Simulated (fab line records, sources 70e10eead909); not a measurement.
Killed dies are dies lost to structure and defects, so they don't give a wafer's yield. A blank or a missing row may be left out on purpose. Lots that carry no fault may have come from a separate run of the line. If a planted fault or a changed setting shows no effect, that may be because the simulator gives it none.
Chamber matching	flow nand harc	NHARC_P_M2_PRE_CLEAN_32 on pecvd-03: 3 sister chambers
The step time 12 s. 3 wafers are shown with their chamber, then 11 later ones without.

## WAFERS PAIRED WITH THEIR CHAMBERS
wafer	chamber	heater power w (W)
L083.3	0	570
L086.5	2	608
L087.1	1	671

## WAFERS WHOSE CHAMBER IS MISSING
wafer	heater power w (W)
L087.5	635
L087.6	645
L089.2	671
L089.4	592
L089.6	574
L091.1	614
L091.2	567
L091.3	600
L097.2	530
L097.5	491
L097.6	703

## WHICH CHAMBER EACH WENT THROUGH
wafer	from the rows above	in truth
L087.5	can't be placed: 2 or 1 or 0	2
L087.6	can't be placed: 1 or 2 or 0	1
L089.2	1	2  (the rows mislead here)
L089.4	can't be placed: 2 or 0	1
L089.6	can't be placed: 0 or 2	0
L091.1	can't be placed: 2 or 0 or 1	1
L091.2	can't be placed: 0 or 2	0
L091.3	can't be placed: 2 or 0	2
L097.2	can't be placed: 0 or 2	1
L097.5	can't be placed: 0 or 2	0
L097.6	1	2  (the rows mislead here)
Correct placement for 0 of the 11. These rows do not allow placing 9 (true chamber among the candidates in 7). Number placed wrongly: 2.
How it was worked out, from the rows above alone: a wafer's distance from a chamber is the root of the sum, over the readings, of the square of ((its reading less the chamber's mean) divided by the reading's scatter). If the next closest chamber is less than 2 further off than the closest, the wafer can't be placed; otherwise it belongs to the closest. The mean given for a chamber averages the wafers shown for that chamber. The scatter: with one shown wafer a chamber, the root of the mean of the squares of how far each hidden wafer lies from its nearest shown one.
